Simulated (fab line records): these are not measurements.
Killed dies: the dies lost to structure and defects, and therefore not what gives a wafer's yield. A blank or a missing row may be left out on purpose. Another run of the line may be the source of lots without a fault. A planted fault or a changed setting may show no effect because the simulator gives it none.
What tool caused it? ; flow nandHarc ; Sampling: 12 lots, 36 wafers, 6 of 1159 route steps

## WHAT THE GAUGES READ, wafer by wafer
NHARC_A_START_INSPECT_01. Usual: rawDefectCount 3.3, standard deviation 1.7.
lot;measured;on;rawDefectCount;flag
L310;day 7 12:42;defectInspect-01;2 3 5;
L309;day 7 13:52;defectInspect-01;4 4 3;
L311;day 7 14:21;defectInspect-02;1 5 7;
L312;day 8 00:56;defectInspect-01;4 5 3;
L313;day 8 14:37;defectInspect-01;3 4 7;
L322;day 10 08:32;defectInspect-01;5 1 1;
L320;day 10 09:37;defectInspect-02;3 3 5;
L323;day 10 15:08;defectInspect-01;4 2 5;
L324;day 10 21:33;defectInspect-02;2 4 4;
L325;day 11 06:40;defectInspect-02;2 1 5;
L327;day 11 12:04;defectInspect-01;3 2 7;
L329;day 12 09:19;defectInspect-02;2 1 5;

NHARC_A_ZERO_WELL_INSPECT_17. Usual: rawDefectCount 11, standard deviation 6.1.
lot;measured;on;rawDefectCount;flag
L310;day 7 15:01;defectInspect-01;22 24 24;
L309;day 7 16:03;defectInspect-01;2 12 3;
L311;day 7 16:40;defectInspect-01;3 8 6;
L312;day 8 03:08;defectInspect-02;9 6 9;
L313;day 8 16:54;defectInspect-02;1 9 3;
L322;day 10 10:51;defectInspect-01;1274 1270 1293;OFF
L320;day 10 11:47;defectInspect-02;1315 1208 1246;OFF
L323;day 10 17:27;defectInspect-01;17 6 12;
L324;day 10 23:52;defectInspect-02;14 7 6;
L325;day 11 09:18;defectInspect-02;21 10 17;
L327;day 11 14:22;defectInspect-01;3 2 12;
L329;day 12 11:53;defectInspect-01;6 9 7;

NHARC_END_SORT_01. Usual: killedAtArray 28, standard deviation 11; killedAtOther 0.6, standard deviation 0.85; killedAtPeriphery 2.8, standard deviation 2.3; killedDies 31, standard deviation 11; killedOpen 3.1, standard deviation 1.6; killedShort 2.0, standard deviation 1.4.
lot;measured;on;killedAtArray;killedAtOther;killedAtPeriphery;killedDies;killedOpen;killedShort;flag
L322;day 23 16:36;prober-01;114 85 67;2 0 1;4 4 7;120 89 75;2 4 3;2 2 3;OFF
L320;day 23 04:35;prober-01;99 71 100;0 1 0;0 1 0;99 73 100;3 2 0;1 0 2;OFF
L325;day 24 05:08;prober-01;51 41 45;0 0 0;4 3 4;55 44 49;5 4 3;1 0 1;

## TOOL THAT RAN EACH LOT (tool first, then ch and the chambers of the sampled wafers, then the start)
lot;NHARC_P_BONDPAD_PRE_CLEAN_26;NHARC_A_ZERO_WELL_ETCH_13;NHARC_A_ZERO_WELL_RTA_16
L310;pvdSputter-01, day 7 12:42 or earlier;rieSi-06 ch 2,3, day 7 13:55;rtpAnneal-02 ch 0, day 7 14:51
L309;pvdSputter-02, day 7 13:52 or earlier;rieSi-06 ch 0,1,2, day 7 14:57;rtpAnneal-02 ch 0, day 7 15:53
L311;pvdSputter-01, day 7 14:21 or earlier;rieSi-01 ch 0,2,3, day 7 15:35;rtpAnneal-02 ch 0, day 7 16:28
L312;pvdSputter-02, day 8 00:56 or earlier;rieSi-06 ch 0,1,3, day 8 02:03;rtpAnneal-02 ch 0, day 8 03:00
L313;pvdSputter-03, day 8 14:37 or earlier;rieSi-01 ch 0,3, day 8 15:48;rtpAnneal-02 ch 0, day 8 16:46
L322;pvdSputter-03, day 10 08:32 or earlier;rieSi-06 ch 2,3, day 10 09:44;rtpAnneal-01 ch 0, day 10 10:41
L320;pvdSputter-03, day 10 09:37 or earlier;rieSi-06 ch 0,1,3, day 10 10:42;rtpAnneal-02 ch 0, day 10 11:38
L323;pvdSputter-01, day 10 15:08 or earlier;rieSi-03 ch 1,3, day 10 16:20;rtpAnneal-02 ch 0, day 10 17:19
L324;pvdSputter-01, day 10 21:33 or earlier;rieSi-03 ch 0,3, day 10 22:45;rtpAnneal-02 ch 0, day 10 23:41
L325;pvdSputter-01, day 11 06:40 or earlier;rieSi-03 ch 2,3, day 11 08:12;rtpAnneal-02 ch 0, day 11 09:08
L327;pvdSputter-02, day 11 12:04 or earlier;rieSi-01 ch 1,2, day 11 13:16;rtpAnneal-01 ch 0, day 11 14:10
L329;pvdSputter-02, day 12 09:19 or earlier;rieSi-03 ch 0,1,2, day 12 10:32;rtpAnneal-02 ch 0, day 12 11:41
- NHARC_P_BONDPAD_PRE_CLEAN_26: time 30 s.
- NHARC_A_ZERO_WELL_ETCH_13: etches the open film in HBr/Cl2, target depth 120 nm, time 40.1 s.
- NHARC_A_ZERO_WELL_RTA_16: time 10 s.

## AS READ BY THE TOOLS THEMSELVES (means over the sampled wafers that have a number; for cases with no such wafer, the mark the record gives instead)
NHARC_P_BONDPAD_PRE_CLEAN_26. Usual: heaterPowerW 416 W, standard deviation 38.
lot;tool;heaterPowerW (W);flag
L310;pvdSputter-01;437;
L309;pvdSputter-02;389;
L311;pvdSputter-01;444;
L312;pvdSputter-02;416;
L313;pvdSputter-03;413;
L322;pvdSputter-03;403;
L320;pvdSputter-03;406;
L323;pvdSputter-01;438;
L324;pvdSputter-01;427;
L325;pvdSputter-01;435;
L327;pvdSputter-02;422;
L329;pvdSputter-02;361;

NHARC_A_ZERO_WELL_ETCH_13. Usual: chamberPressureMTorr 14.998 mTorr, standard deviation 0.012; drypumpMotorCurrentA 5.6 A, standard deviation 0.55; heBacksideLeakSccm 2.68 sccm, standard deviation 0.23; oesProductAu 1.003 a.u., standard deviation 0.0098; throttleValvePct 26.406 %, standard deviation 0.0088.
lot;tool;chamberPressureMTorr (mTorr);drypumpMotorCurrentA (A);heBacksideLeakSccm (sccm);oesProductAu (a.u.);throttleValvePct (%);flag
L310;rieSi-06;14.991;5.3;2.75;1.007;26.411;
L309;rieSi-06;15.001;5.4;2.80;1.003;26.399;
L311;rieSi-01;15.006;5.4;2.65;1.008;26.410;
L312;rieSi-06;14.993;5.4;2.86;0.995;26.404;
L313;rieSi-01;15.000;6.0;2.60;1.011;26.409;
L322;rieSi-06;15.006;5.3;2.95;1.004;26.409;
L320;rieSi-06;14.987;5.4;2.73;0.997;26.410;
L323;rieSi-03;14.987;5.7;2.61;1.001;26.398;
L324;rieSi-03;15.006;6.2;3.06;1.000;26.404;
L325;rieSi-03;14.999;6.2;2.59;1.001;26.403;
L327;rieSi-01;14.993;5.1;2.43;1.001;26.409;
L329;rieSi-03;14.987;5.7;2.55;0.993;26.418;

NHARC_A_ZERO_WELL_RTA_16. Usual: lampPowerPct 33.6 %, standard deviation 1.8; lamp_zone_5_pct 33.6 %, standard deviation 1.8; lamp_zone_6_pct 33.6 %, standard deviation 1.8; wafer_temp_C_max 1005.1, standard deviation 1.5.
lot;tool;lampPowerPct (%);lamp_zone_5_pct (%);lamp_zone_6_pct (%);wafer_temp_C_max;flag
L310;rtpAnneal-02;35.3;35.3;35.2;1004.4;
L309;rtpAnneal-02;35.3;35.3;35.3;1003.8;
L311;rtpAnneal-02;35.3;35.4;35.3;1003.7;
L312;rtpAnneal-02;35.3;35.3;35.3;1003.3;
L313;rtpAnneal-02;35.3;35.3;35.2;1003.9;
L322;rtpAnneal-01;31.6;31.6;31.6;1006.7;
L320;rtpAnneal-02;35.3;35.3;35.2;1003.6;
L323;rtpAnneal-02;35.3;35.3;35.2;1004.6;
L324;rtpAnneal-02;35.3;35.3;35.2;1004.4;
L325;rtpAnneal-02;35.3;35.3;35.2;1003.9;
L327;rtpAnneal-01;31.6;31.6;31.6;1006.1;
L329;rtpAnneal-02;35.3;35.3;35.2;1003.9;

## THE ANSWER, worked out from the rows above alone
Rule: lot off if the mean of its wafers having a number is beyond 3 standard deviations from the usual mean. Also off: a lot with no number at a reading for which 4 or more lots have one. Where the step has rows for the other lots, those lots are counted as sound. After the gauges, taken in route order, come the tools' own readings; for these a lot's mean is taken, as printed above. At the first step where some lot is off, the reading lying furthest off is the one used; lots without a number count as furthest.
Off: L322, L320, at NHARC_A_ZERO_WELL_INSPECT_17 (rawDefectCount).
If a tool, at a process step before that reading, ran all the lots that are off and no sound lot after the first of them, it fits. The gauges at NHARC_A_ZERO_WELL_INSPECT_17 aren't tried: what is off there is off at NHARC_END_SORT_01 too, on other tools, and a gauge's error can't cause that. With no start given for some of its lots, NHARC_P_BONDPAD_PRE_CLEAN_26 uses the hours and lot order of NHARC_A_START_INSPECT_01. Can't be told from this: 2 tools fit, pvdSputter-03 at NHARC_P_BONDPAD_PRE_CLEAN_26, rieSi-06 at NHARC_A_ZERO_WELL_ETCH_13.

## WHAT THE SIMULATOR PUT IN
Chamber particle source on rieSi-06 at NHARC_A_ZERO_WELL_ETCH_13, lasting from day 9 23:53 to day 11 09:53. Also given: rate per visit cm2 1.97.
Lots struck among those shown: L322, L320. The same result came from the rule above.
